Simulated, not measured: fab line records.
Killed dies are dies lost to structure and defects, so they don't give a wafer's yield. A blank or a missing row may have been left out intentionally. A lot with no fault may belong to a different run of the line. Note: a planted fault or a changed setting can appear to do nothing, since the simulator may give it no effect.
Which tool is to blame? / flow n5 finfet / 32 wafers from 11 lots sampled at 6 of the route's 1938 steps

WHAT THE GAUGES SHOWED, per wafer
N5_BEOL_M11_CD_MEAS_35: the cd target is 70 nm. Usual: cd nm 69.9 nm, standard deviation 0.69.
lot=L178; measured=day 10 18:56; on=cd sem-03; cd nm (nm)=70.6 70.1 69.9; flag=
lot=L176; measured=day 10 19:12; on=cd sem-02; cd nm (nm)=71.5 69.9 72.2; flag=
lot=L177; measured=day 11 06:16; on=cd sem-01; cd nm (nm)=69.4 70.3 69.5; flag=
lot=L180; measured=day 11 15:36; on=cd sem-01; cd nm (nm)=70.6 70.4 70.7; flag=
lot=L184; measured=day 13 06:16; on=cd sem-02; cd nm (nm)=69.2 68.8; flag=
lot=L187; measured=day 13 22:41; on=cd sem-02; cd nm (nm)=69.8 70.2 68.9; flag=
lot=L189; measured=day 14 08:01; on=cd sem-03; cd nm (nm)=69.5 69.5 70.6; flag=
lot=L188; measured=day 14 11:01; on=cd sem-01; cd nm (nm)=69.0 69.9 70.8; flag=
lot=L191; measured=day 15 02:16; on=cd sem-02; cd nm (nm)=69.5 69.4 69.4; flag=
lot=L194; measured=day 15 09:05; on=cd sem-03; cd nm (nm)=70.4 70.1 70.4; flag=
lot=L198; measured=day 16 06:39; on=cd sem-03; cd nm (nm)=69.7 69.5 69.6; flag=

N5_BEOL_M11_RS_MEAS_57: a four-point-probe measurement. Usual: M11_RS gives 0.151 ohm/sq (standard deviation 0.0038).
lot=L178; measured=day 10 21:11; on=film metro-01; M11_RS (ohm/sq)=0.157 0.147 0.152; flag=
lot=L176; measured=day 10 21:27; on=film metro-02; M11_RS (ohm/sq)=0.147 0.148 0.153; flag=
lot=L177; measured=day 11 11:00; on=film metro-02; M11_RS (ohm/sq)=0.145 0.147 0.154; flag=
lot=L180; measured=day 11 19:35; on=film metro-01; M11_RS (ohm/sq)=0.150 0.154 0.152; flag=
lot=L184; measured=day 13 08:24; on=film metro-02; M11_RS (ohm/sq)=0.155 0.146; flag=
lot=L187; measured=day 14 02:28; on=film metro-02; M11_RS (ohm/sq)=0.153 0.158 0.151; flag=
lot=L189; measured=day 14 11:55; on=film metro-02; M11_RS (ohm/sq)=0.143 0.150 0.155; flag=
lot=L188; measured=day 14 15:01; on=film metro-01; M11_RS (ohm/sq)=0.151 0.149 0.155; flag=
lot=L191; measured=day 15 04:43; on=film metro-02; M11_RS (ohm/sq)=0.156 0.157 0.151; flag=
lot=L194; measured=day 15 12:08; on=film metro-01; M11_RS (ohm/sq)=0.145 0.144 0.153; flag=
lot=L198; measured=day 16 09:25; on=film metro-01; M11_RS (ohm/sq)=0.149 0.150 0.155; flag=

N5_BEOL_M11_INSPECT_58: inspects for defects (darkfield). Usual: raw defect count 78, standard deviation 28.
lot=L178; measured=day 10 21:13; on=defect inspect-01; raw defect count=71 74 53; flag=
lot=L176; measured=day 10 21:29; on=defect inspect-02; raw defect count=78 45 79; flag=
lot=L177; measured=day 11 11:01; on=defect inspect-02; raw defect count=105 109 108; flag=
lot=L180; measured=day 11 19:37; on=defect inspect-02; raw defect count=56 114 162; flag=
lot=L184; measured=day 13 08:25; on=defect inspect-02; raw defect count=77 87; flag=
lot=L187; measured=day 14 02:29; on=defect inspect-02; raw defect count=83 87 76; flag=
lot=L189; measured=day 14 11:56; on=defect inspect-02; raw defect count=64 151 95; flag=
lot=L188; measured=day 14 15:02; on=defect inspect-01; raw defect count=1162 1197 1177; flag=OFF
lot=L191; measured=day 15 04:45; on=defect inspect-02; raw defect count=70 119 92; flag=
lot=L194; measured=day 15 12:10; on=defect inspect-02; raw defect count=1223 1192 1204; flag=OFF
lot=L198; measured=day 16 09:26; on=defect inspect-01; raw defect count=30 56 43; flag=

N5_BEOL_M12_THK_MEAS_01. Usual: M12_ILD_THK gives 658 nm (standard deviation 9.6).
lot=L178; measured=day 10 21:23; on=film metro-01; M12_ILD_THK (nm)=669 672 666; flag=
lot=L176; measured=day 10 21:39; on=film metro-02; M12_ILD_THK (nm)=660 666 663; flag=
lot=L177; measured=day 11 11:14; on=film metro-02; M12_ILD_THK (nm)=641 652 662; flag=
lot=L180; measured=day 11 19:47; on=film metro-02; M12_ILD_THK (nm)=663 654 657; flag=
lot=L184; measured=day 13 08:35; on=film metro-01; M12_ILD_THK (nm)=657 662; flag=
lot=L187; measured=day 14 02:40; on=film metro-02; M12_ILD_THK (nm)=638 637 657; flag=
lot=L189; measured=day 14 12:07; on=film metro-02; M12_ILD_THK (nm)=645 645 667; flag=
lot=L188; measured=day 14 15:13; on=film metro-01; M12_ILD_THK (nm)=654 669 669; flag=
lot=L191; measured=day 15 04:55; on=film metro-02; M12_ILD_THK (nm)=648 661 664; flag=
lot=L194; measured=day 15 12:20; on=film metro-01; M12_ILD_THK (nm)=655 652 659; flag=
lot=L198; measured=day 16 09:37; on=film metro-02; M12_ILD_THK (nm)=665 667 665; flag=

N5_BEOL_M12_INSPECT_12: inspects for defects (macro). Usual: raw defect count 2.2, standard deviation 1.5.
lot=L178; measured=day 10 21:52; on=defect inspect-02; raw defect count=0 2 3; flag=
lot=L176; measured=day 10 22:01; on=defect inspect-01; raw defect count=5 1 0; flag=
lot=L177; measured=day 11 11:36; on=defect inspect-01; raw defect count=4 0 1; flag=
lot=L180; measured=day 11 20:08; on=defect inspect-01; raw defect count=3 2 7; flag=
lot=L184; measured=day 13 08:57; on=defect inspect-02; raw defect count=2 0; flag=
lot=L187; measured=day 14 03:01; on=defect inspect-02; raw defect count=2 2 1; flag=
lot=L189; measured=day 14 12:28; on=defect inspect-02; raw defect count=0 2 1; flag=
lot=L188; measured=day 14 15:35; on=defect inspect-01; raw defect count=>300 >300 >300; flag=OFF
lot=L191; measured=day 15 05:20; on=defect inspect-01; raw defect count=4 2 3; flag=
lot=L194; measured=day 15 12:41; on=defect inspect-02; raw defect count=>300 >300 >300; flag=OFF
lot=L198; measured=day 16 09:58; on=defect inspect-01; raw defect count=1 0 2; flag=

WHICH TOOL RAN EACH LOT (tool, then ch and the chambers of the sampled wafers, then the start)
lot=L178; N5_BEOL_M11_DEP_56=pecvd-03 ch 0,2, day 10 21:08
lot=L176; N5_BEOL_M11_DEP_56=pecvd-02 ch 0,1,2, day 10 21:23
lot=L177; N5_BEOL_M11_DEP_56=pecvd-03 ch 0,2, day 11 10:55
lot=L180; N5_BEOL_M11_DEP_56=pecvd-01 ch 0,1,2, day 11 19:32
lot=L184; N5_BEOL_M11_DEP_56=pecvd-01 ch 1,2, day 13 08:21
lot=L187; N5_BEOL_M11_DEP_56=pecvd-01 ch 0,2, day 14 02:24
lot=L189; N5_BEOL_M11_DEP_56=pecvd-03 ch 0,1, day 14 11:51
lot=L188; N5_BEOL_M11_DEP_56=pecvd-01 ch 0,2, day 14 14:57
lot=L191; N5_BEOL_M11_DEP_56=pecvd-02 ch 0,2, day 15 04:40
lot=L194; N5_BEOL_M11_DEP_56=pecvd-01 ch 0,1, day 15 12:04
lot=L198; N5_BEOL_M11_DEP_56=pecvd-02 ch 0,1,2, day 16 09:21
- N5_BEOL_M11_DEP_56: deposits SiCN from 3MS/NH3, target thk 30 nm, time 10.5 s.

AS READ BY THE TOOLS THEMSELVES (means over the sampled wafers that have a number; for cases with no such wafer, the mark the record gives instead)
N5_BEOL_M11_DEP_56. Usual: showerhead plenum p Torr 4.159 Torr, standard deviation 0.018; throttle valve pct 17.9 %, standard deviation 1.1.
lot=L178; tool=pecvd-03; showerhead plenum p Torr (Torr)=4.157; throttle valve pct (%)=16.7; flag=
lot=L176; tool=pecvd-02; showerhead plenum p Torr (Torr)=4.167; throttle valve pct (%)=18.5; flag=
lot=L177; tool=pecvd-03; showerhead plenum p Torr (Torr)=4.158; throttle valve pct (%)=17.3; flag=
lot=L180; tool=pecvd-01; showerhead plenum p Torr (Torr)=4.148; throttle valve pct (%)=17.6; flag=
lot=L184; tool=pecvd-01; showerhead plenum p Torr (Torr)=4.151; throttle valve pct (%)=17.5; flag=
lot=L187; tool=pecvd-01; showerhead plenum p Torr (Torr)=4.166; throttle valve pct (%)=17.0; flag=
lot=L189; tool=pecvd-03; showerhead plenum p Torr (Torr)=4.152; throttle valve pct (%)=18.5; flag=
lot=L188; tool=pecvd-01; showerhead plenum p Torr (Torr)=4.168; throttle valve pct (%)=17.0; flag=
lot=L191; tool=pecvd-02; showerhead plenum p Torr (Torr)=4.158; throttle valve pct (%)=17.9; flag=
lot=L194; tool=pecvd-01; showerhead plenum p Torr (Torr)=4.139; throttle valve pct (%)=18.1; flag=
lot=L198; tool=pecvd-02; showerhead plenum p Torr (Torr)=4.163; throttle valve pct (%)=18.6; flag=

THE ANSWER, worked out from the rows above alone
Rule: a lot counts as off when the mean over its wafers that have a number is more than 3 standard deviations away from the usual mean. Also off: a lot with no number at a reading for which 4 or more lots have one. All remaining lots with rows at the step are treated as sound. First the gauges in route order, then the tools' own readings, where a lot's mean is used as printed above. At the first step where some lot is off, the reading lying furthest off is the one used; lots without a number count as furthest.
Off at N5_BEOL_M11_INSPECT_58 (raw defect count): L188, L194.
A tool fits if, at a process step before that reading, it ran every lot that is off, and no sound lot after the first of them. The gauges at N5_BEOL_M11_INSPECT_58 are tried like those tools. One candidate fits, namely pecvd-01 at N5_BEOL_M11_DEP_56. Its last sound lot is L187 (day 14 02:24), its first lot that is off L188 (day 14 14:57): a fault that began between those two fits.

WHAT THE SIMULATOR HAD INSERTED
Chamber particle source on pecvd-01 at N5_BEOL_M11_DEP_56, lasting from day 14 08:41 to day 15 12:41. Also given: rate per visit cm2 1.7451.
Struck lots among those shown: L188, L194. Same finding as the rule above.
